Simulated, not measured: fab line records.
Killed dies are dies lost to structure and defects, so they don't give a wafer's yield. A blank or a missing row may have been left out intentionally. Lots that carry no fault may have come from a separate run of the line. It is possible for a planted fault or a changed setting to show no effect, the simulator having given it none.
fab line records	flow nand_harc
record lots=7	wafers=21	last_day=24
route steps=1159 shown P_M0@278 P_M1@285 END@1159
lots that met no fault: taken from a fault-free run of the same line
start_h: start of the lot's first displayed wafer, in hours after the record's first day	wait_h: how many hours have passed since the lot's step before this one	" unchanged from the row above	L1.1+2: a row that stands for several wafers	- value missing, or start not given	* or withheld: withheld	< > ~ a bound
route shown NAME@n: names a module that has steps shown in the file, with the first one's number in the route	usual: mean/standard deviation of fault-free wafers	same: alike in all rows	chamber/n: place in a boat	sites: readings site by site	_std_site: the values' standard deviation	_edge_site: inner sites' mean taken away from outer sites' mean	radius_mm: how far each site lies from the wafer's centre	mask NAME#n: copy n	behind: the last tool/chamber to shape the wafer	hold: the reason the lot was held/the length of the hold in hours/how it ended	device: the n, p or np transistor that did not switch	end of line: the tests these same wafers got at the end of their route	step lacking rows: just its recipe	killed: not the wafer's yield, but the dies lost to structure and defects at the first sort	map: shows each die of a wafer: x if killed, . if not, _ if none is there
set.NAME: the setting that was run; set.NAME@STEP: the one run at that earlier step	model.NAME: the simulator's own value behind a step, which no gauge read
a table for each step, a row for each wafer; lots at some steps of the route
services: from which hour (start_h, from the record's first day; less than 0 if before it) a tool's chamber was out of use, for how many hours, and why
## steps
# step NHARC_P_M0_CMP_23
# recipe t_overpolish_s=20	target_thk_nm=117.53
# usual motor_current_A=12.0/1.1	slurry_flow_ml_min=150.0/0.49	time_to_endpoint_s=28.9/1.8
lot.wafer	tool	chamber	start_h	wait_h	motor_current_A	slurry_flow_ml_min	time_to_endpoint_s
L255.4	cmp-03	1	161.78	-	11.6	149.7	30.5
L255.1	"	3	"	"	11.0	149.8	33.7
L255.5	"	0	"	"	13.5	150.8	33.8
L260.1	cmp-01	2	194.45	-	11.8	150.3	29.4
L260.3	"	0	"	"	11.1	149.6	29.2
L260.5	"	1	"	"	11.9	149.5	26.0
L264.3	cmp-03	1	220.81	-	11.9	150.4	28.4
L264.4	"	3	"	"	11.6	150.5	30.9
L264.5	"	1	"	"	11.4	150.1	28.9
L266.4	cmp-01	0	226.59	-	10.8	150.7	28.0
L266.2	"	2	"	"	11.8	150.1	29.3
L266.6	"	3	"	"	11.5	149.8	26.3
L265.3	cmp-03	1	229.91	-	12.3	150.5	29.6
L265.4	"	0	"	"	13.5	149.6	30.2
L265.6	"	2	"	"	11.2	149.7	28.2
L267.3	cmp-01	1	232.16	-	11.7	149.8	26.4
L267.4	"	3	"	"	10.7	149.5	25.9
L267.5	"	1	"	"	12.3	149.5	25.5
L270.1	cmp-03	0	245.20	-	14.1	149.9	31.9
L270.3	"	1	"	"	11.2	149.7	31.1
L270.5	"	0	"	"	13.5	149.4	30.3
# step NHARC_P_M0_THK_MEAS_24
# recipe thk_meas_gauge=xrf
# usual thk_nm=117.5/1.5
lot.wafer	tool	chamber	start_h	wait_h	thk_nm
L255.1	film_metro-01	-	162.07	-	120.7
L255.4	"	-	"	"	117.5
L255.5	"	-	"	"	119.3
L260.1	film_metro-02	-	194.74	-	116.7
L260.3	"	-	"	"	116.4
L260.5	"	-	"	"	117.2
L264.3	film_metro-01	-	221.09	-	117.2
L264.4	"	-	"	"	117.0
L264.5	"	-	"	"	120.6
L266.2	film_metro-01	-	226.88	-	117.5
L266.4	"	-	"	"	117.2
L266.6	"	-	"	"	116.4
L265.3	film_metro-02	-	230.23	-	120.3
L265.4	"	-	"	"	118.9
L265.6	"	-	"	"	119.7
L267.3	film_metro-01	-	232.47	-	117.9
L267.4	"	-	"	"	118.2
L267.5	"	-	"	"	118.2
L270.1	film_metro-02	-	245.52	-	119.5
L270.3	"	-	"	"	119.5
L270.5	"	-	"	"	118.0
# step NHARC_P_M0_SRD_25
# step NHARC_P_M0_INSPECT_27
# usual raw_defect_count=302/110
lot.wafer	tool	chamber	start_h	wait_h	raw_defect_count
L255.1	defect_inspect-01	-	162.23	0.0	175
L255.4	"	-	"	"	170
L255.5	"	-	"	"	233
L260.1	defect_inspect-01	-	194.89	0.0	268
L260.3	"	-	"	"	297
L260.5	"	-	"	"	367
L264.3	defect_inspect-02	-	221.27	0.1	228
L264.4	"	-	"	"	372
L264.5	"	-	"	"	134
L266.2	defect_inspect-02	-	227.03	0.0	309
L266.4	"	-	"	"	179
L266.6	"	-	"	"	226
L265.3	defect_inspect-02	-	230.41	0.1	293
L265.4	"	-	"	"	372
L265.6	"	-	"	"	780
L267.3	defect_inspect-02	-	232.63	0.0	408
L267.4	"	-	"	"	518
L267.5	"	-	"	"	487
L270.1	defect_inspect-02	-	245.67	0.0	281
L270.3	"	-	"	"	376
L270.5	"	-	"	"	446
# step NHARC_P_M0_PRE_CLEAN_31
# recipe time_s=12	temp_c=370	rf_power_w=300	gas=NH3
# usual heater_power_w=632/73
lot.wafer	tool	chamber	start_h	wait_h	heater_power_w
L255.1	pecvd-03	1	162.29	0.1	695
L255.5	"	1	"	"	684
L255.4	"	2	"	"	607
L260.1	pecvd-02	0	195.01	0.1	585
L260.3	"	1	"	"	598
L260.5	"	0	"	"	576
L264.3	pecvd-03	1	221.86	0.6	707
L264.4	"	0	"	"	662
L264.5	"	1	"	"	699
L266.2	pecvd-02	0	227.10	0.1	606
L266.6	"	0	"	"	585
L266.4	"	1	"	"	560
L265.3	pecvd-04	2	230.50	0.1	627
L265.6	"	0	"	"	554
L265.4	"	2	"	"	612
L267.3	pecvd-02	2	232.72	0.1	736
L267.5	"	1	"	"	665
L267.4	"	2	"	"	732
L270.1	pecvd-04	2	247.59	1.9	549
L270.3	"	0	"	"	553
L270.5	"	0	"	"	563
# step NHARC_P_M0_DEP_32
# recipe target_thk_a=300	temp_c=370	target_thk_nm=30	pressure_torr=3	flow_sccm=200	rf_w=450	material=SiCN
# usual heater_power_w=561/72
lot.wafer	tool	chamber	start_h	wait_h	heater_power_w
L255.1	pecvd-03	1	162.37	0.1	568
L255.5	"	1	"	"	566
L255.4	"	2	"	"	621
L260.1	pecvd-02	0	195.11	0.1	488
L260.3	"	1	"	"	491
L260.5	"	0	"	"	490
L264.3	pecvd-03	1	221.97	0.1	592
L264.4	"	0	"	"	608
L264.5	"	1	"	"	608
L266.2	pecvd-02	0	227.18	0.1	570
L266.6	"	0	"	"	580
L266.4	"	1	"	"	615
L265.3	pecvd-04	2	230.64	0.1	494
L265.6	"	0	"	"	493
L265.4	"	2	"	"	495
L267.3	pecvd-02	2	232.86	0.1	731
L267.5	"	1	"	"	499
L267.4	"	2	"	"	581
L270.1	pecvd-04	2	247.67	0.1	593
L270.3	"	0	"	"	490
L270.5	"	0	"	"	486
# step NHARC_P_M1_DEP_00
# recipe target_thk_a=1825	target_thk_nm=182.5	temp_c=withheld	pressure_torr=5	flow_sccm=200	rf_w=600	material=SiOC
# step NHARC_P_M1_DEHYDRATE_01
# recipe temp_c=150	time_s=120
# step NHARC_P_M1_HMDS_02
# recipe time_s=30
# step NHARC_P_M1_COAT_34
# recipe temp_c=200	time_s=65
# step NHARC_P_M1_COAT_03
# recipe spin_rpm=1500	resist_thk_nm=90
# step NHARC_P_M1_SOFTBAKE_04
# recipe temp_c=105	time_s=55
# usual heater_power_total_W=188.44/0.14
lot.wafer	tool	chamber	start_h	wait_h	heater_power_total_W
L255.1	litho_track-06	0	163	-	188.40
L255.4	"	0	"	"	188.37
L255.5	"	0	"	"	188.35
L260.1	litho_track-04	0	195	-	188.47
L260.3	"	0	"	"	188.48
L260.5	"	0	"	"	188.38
L264.3	litho_track-01	0	222	-	188.36
L264.4	"	0	"	"	188.41
L264.5	"	0	"	"	188.60
L266.2	litho_track-04	0	228	-	179.61
L266.4	"	0	"	"	179.78
L266.6	"	0	"	"	179.51
L265.3	litho_track-01	0	231	-	188.47
L265.4	"	0	"	"	188.62
L265.6	"	0	"	"	188.33
L267.3	litho_track-04	0	233	-	179.55
L267.4	"	0	"	"	179.67
L267.5	"	0	"	"	179.48
L270.1	litho_track-04	0	248	-	179.41
L270.3	"	0	"	"	179.63
L270.5	"	0	"	"	179.41
# step NHARC_P_M1_EBR_05
# step NHARC_END_SORT_01
# recipe temp_c=25
# usual defect_limited_yield=95.4/1.6	killed_at_array=27/11	killed_at_other=0.8/1.4	killed_at_periphery=3.3/2	killed_dies=31/11	killed_open=3.4/1.8	killed_short=2.1/1.3	sort_bin_2_pct=1.4/0.7	sort_bin_3_pct=0.24/0.21	sort_bin_4_pct=2.9/1	sort_n_pass=646/11	sort_rim_yield_pct=95.4/2.8	sort_yield_pct=95.4/1.6
# same gross_dies=677	sort_bin_5_pct[%]=0	sort_bin_6_pct[%]=0	sort_bin_7_pct[%]=0	sort_bin_8_pct[%]=0	sort_rim_n_gross=106.00
lot.wafer	tool	chamber	start_h	wait_h	defect_limited_yield[%]	killed_at_array	killed_at_other	killed_at_periphery	killed_dies	killed_open	killed_short	sort_bin_2_pct[%]	sort_bin_3_pct[%]	sort_bin_4_pct[%]	sort_n_pass	sort_rim_yield_pct[%]	sort_yield_pct[%]
L255.1	prober-01	0	476.88	2.5	95.3	24	4	4	32	2	2	1.8	0.15	2.8	645	93.4	95.3
L255.4	prober-01	0	479.30	3.4	95.4	25	5	1	31	2	3	1.0	0.15	3.4	646	98.1	95.4
L255.5	prober-01	0	480.11	3.7	96.3	20	4	1	25	1	3	1.3	0.30	2.1	652	97.2	96.3
L260.1	prober-02	0	512.39	2.5	91.9	53	0	2	55	6	3	1.9	0.44	5.8	622	93.4	91.9
L260.3	prober-02	0	513.99	3.1	90.8	52	1	9	62	6	4	4.7	0.30	4.1	615	88.7	90.8
L260.5	prober-02	0	515.59	3.7	93.9	38	0	3	41	7	3	1.5	0	4.6	636	93.4	93.9
L264.3	prober-01	0	539.95	3.1	96.8	16	1	5	22	3	3	0.9	0.15	2.2	655	95.3	96.8
L264.4	prober-01	0	540.75	3.4	96.9	15	0	6	21	2	2	0.6	0.15	2.4	656	96.2	96.9
L264.5	prober-01	0	541.54	3.7	95.1	22	0	11	33	3	1	1.6	0.44	2.8	644	93.4	95.1
L265.3	prober-01	0	549.05	3.1	97.2	16	0	3	19	1	2	0.9	0.30	1.6	658	98.1	97.2
L265.4	prober-01	0	549.86	3.4	97.5	15	0	2	17	2	3	1.2	0	1.3	660	92.5	97.5
L265.6	prober-01	0	551.47	4.0	97.3	14	2	2	18	0	0	0.7	0.15	1.8	659	99.1	97.3
L270.1	prober-01	0	568.03	2.5	92.0	49	0	5	54	6	3	2.5	0	5.5	623	93.4	92.0
L270.3	prober-01	0	569.64	3.1	92.9	46	0	2	48	3	2	2.4	0	4.7	629	98.1	92.9
L270.5	prober-01	0	571.25	3.7	91.9	51	1	3	55	3	3	2.4	0.59	5.2	622	96.2	91.9
# killed by level:class
L255.1 A_SLIT:chamber_film_flake=11 A_STAIRCASE:chamber_film_flake=6 A_CHANNEL_HOLE_D1:chamber_film_flake=3 THIN_TSV:chamber_film_flake=3 P_ZERO_WELL:chamber_film_flake=2 P_CONTACT:geometric_particle:short=1 A_CONTACT:geometric_particle:open=1 A_M0:geometric_particle:open=1
L255.4 A_SLIT:chamber_film_flake=15 THIN_TSV:chamber_film_flake=5 A_SGD_CUT:geometric_particle:short=2 A_CONTACT:chamber_film_flake=2 A_ONON_D1:geometric_particle:short=1 A_WL_FILL:geometric_particle:open=1 A_M0:geometric_particle:open=1 P_GATE:chamber_film_flake=1
L255.5 A_SLIT:chamber_film_flake=8 THIN_TSV:chamber_film_flake=4 A_WL_FILL:geometric_particle:short=3 A_STAIRCASE:chamber_film_flake=3 A_CHANNEL_HOLE_D1:chamber_film_flake=2 A_CONTACT:chamber_film_flake=2 A_CONTACT:geometric_particle:open=1 P_GATE:chamber_film_flake=1
L260.1 A_CHANNEL_HOLE_D1:chamber_film_flake=16 A_SLIT:chamber_film_flake=9 A_SGD_CUT:chamber_film_flake=8 A_BONDPAD:chamber_film_flake=6 A_CONTACT:chamber_film_flake=5 A_CHANNEL_FILL_D1:geometric_particle:open=2 P_CONTACT:geometric_particle:open=1 A_CHANNEL_FILL_D1:geometric_particle:short=1
L260.3 A_CHANNEL_HOLE_D1:chamber_film_flake=19 A_SLIT:chamber_film_flake=10 A_SGD_CUT:chamber_film_flake=6 A_BONDPAD:chamber_film_flake=5 P_ZERO_WELL:chamber_film_flake=4 A_CONTACT:chamber_film_flake=4 P_M0:geometric_particle:open=2 A_WL_FILL:geometric_particle:short=2
L260.5 A_CHANNEL_HOLE_D1:chamber_film_flake=14 A_SLIT:chamber_film_flake=7 A_SGD_CUT:chamber_film_flake=5 A_CHANNEL_FILL_D1:geometric_particle:open=2 A_STAIRCASE:chamber_film_flake=2 P_CONTACT:geometric_particle:open=1 P_M0:geometric_particle:open=1 A_ONON_D1:geometric_particle:open=1
L264.3 A_CHANNEL_HOLE_D1:chamber_film_flake=6 P_ZERO_WELL:chamber_film_flake=3 A_STAIRCASE:chamber_film_flake=3 A_WL_FILL:chamber_film_flake=2 P_M1:geometric_particle:open=1 A_CHANNEL_HOLE_D1:geometric_particle:short=1 A_CHANNEL_FILL_D1:geometric_particle:open=1 A_CONTACT:geometric_particle:short=1
L264.4 A_CHANNEL_HOLE_D1:chamber_film_flake=6 P_ZERO_WELL:chamber_film_flake=4 A_ZERO_WELL:chamber_film_flake=2 A_STAIRCASE:chamber_film_flake=2 A_SOURCE_PLATE:geometric_particle:short=1 A_SGD_CUT:geometric_particle:open=1 A_SGD_CUT:geometric_particle:short=1 A_CONTACT:geometric_particle:open=1
L264.5 A_CHANNEL_HOLE_D1:chamber_film_flake=8 A_CONTACT:chamber_film_flake=7 P_ZERO_WELL:chamber_film_flake=4 P_STI:chamber_film_flake=4 P_GATE:chamber_film_flake=2 A_WL_FILL:chamber_film_flake=2 P_M1:geometric_particle:open=1 A_ONON_D1:geometric_particle:open=1
L265.3 A_CONTACT:chamber_film_flake=6 A_CHANNEL_HOLE_D1:chamber_film_flake=5 P_M0:geometric_particle:short=2 A_STAIRCASE:chamber_film_flake=2 P_CONTACT:geometric_particle:open=1 A_CHANNEL_FILL_D1:chamber_film_flake=1 A_SLIT:chamber_film_flake=1 A_M0:chamber_film_flake=1
L265.4 A_CHANNEL_HOLE_D1:chamber_film_flake=5 A_WL_FILL:chamber_film_flake=4 A_CHANNEL_HOLE_D1:geometric_particle:short=2 P_CONTACT:geometric_particle:open=1 A_WL_FILL:geometric_particle:short=1 A_M0:geometric_particle:open=1 P_GATE:chamber_film_flake=1 A_CHANNEL_FILL_D1:chamber_film_flake=1
L265.6 A_CONTACT:chamber_film_flake=7 A_CHANNEL_HOLE_D1:chamber_film_flake=4 P_GATE:chamber_film_flake=2 A_STAIRCASE:chamber_film_flake=2 THIN_TSV:chamber_film_flake=2 A_WL_FILL:chamber_film_flake=1
L270.1 A_SLIT:chamber_film_flake=19 A_CHANNEL_HOLE_D1:chamber_film_flake=15 A_CONTACT:chamber_film_flake=3 A_M1:chamber_film_flake=3 A_CHANNEL_FILL_D1:geometric_particle:open=2 A_STAIRCASE:chamber_film_flake=2 P_GATE:geometric_particle:short=1 P_M0:geometric_particle:open=1
L270.3 A_CHANNEL_HOLE_D1:chamber_film_flake=16 A_SLIT:chamber_film_flake=15 A_M1:chamber_film_flake=7 A_CHANNEL_FILL_D1:geometric_particle:open=2 P_CONTACT:chamber_film_flake=2 A_STAIRCASE:chamber_film_flake=2 A_CHANNEL_FILL_D1:geometric_particle:short=1 A_WL_FILL:geometric_particle:open=1
L270.5 A_CHANNEL_HOLE_D1:chamber_film_flake=27 A_SLIT:chamber_film_flake=12 A_CONTACT:chamber_film_flake=6 P_CONTACT:geometric_particle:short=2 A_CONTACT:geometric_particle:open=2 A_CHANNEL_FILL_D1:geometric_particle:short=1 A_CHANNEL_FILL_D1:geometric_particle:open=1 P_GATE:chamber_film_flake=1
## services
tool	chamber	start_h	hours	kind
litho_track-04	-	141.00	7.0	pm
pecvd-02	-	153.00	13.0	pm
pecvd-02	0	153.00	13.0	vent_cycle
pecvd-02	1	153.00	13.0	vent_cycle
pecvd-02	2	153.00	13.0	vent_cycle
cmp-03	-	157.17	4.0	pm
cmp-03	-	161.17	-	consumable_replace:conditioner
cmp-03	-	161.17	-	consumable_replace:pad
pecvd-02	0	166.00	-	clean
pecvd-02	1	166.00	-	clean
pecvd-02	2	166.00	-	clean
cmp-01	-	179.52	4.0	pm
pecvd-03	0	183.31	11.8	repair
pecvd-04	-	195.13	13.0	pm
pecvd-04	0	195.13	13.0	vent_cycle
pecvd-04	1	195.13	13.0	vent_cycle
pecvd-04	2	195.13	13.0	vent_cycle
pecvd-04	0	208.13	-	clean
pecvd-04	1	208.13	-	clean
pecvd-04	2	208.13	-	clean
pecvd-04	-	218.13	2.0	repair
cmp-03	-	218.23	0.4	repair
pecvd-03	2	223.25	12.0	repair
cmp-01	-	236.79	11.6	repair
## key
first_sign step=NHARC_P_M1_SOFTBAKE_04	reading=heater_power_total_W	direction=down	sigmas=65	usual=*	struck=*
effect none on later readings
met_at NHARC_P_M1_SOFTBAKE_04
struck_wafers L266.2,L266.4,L266.6,L267.3,L267.4,L267.5,L270.1,L270.3,L270.5
onset_between 195 228
fault kind=process_parameter_drift	tool=litho_track-04	chamber=-	onset_h=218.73	steps=NHARC_P_M1_SOFTBAKE_04	channel=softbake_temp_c	offset=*	shape=step	end_h=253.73	acts_in=*	stated=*
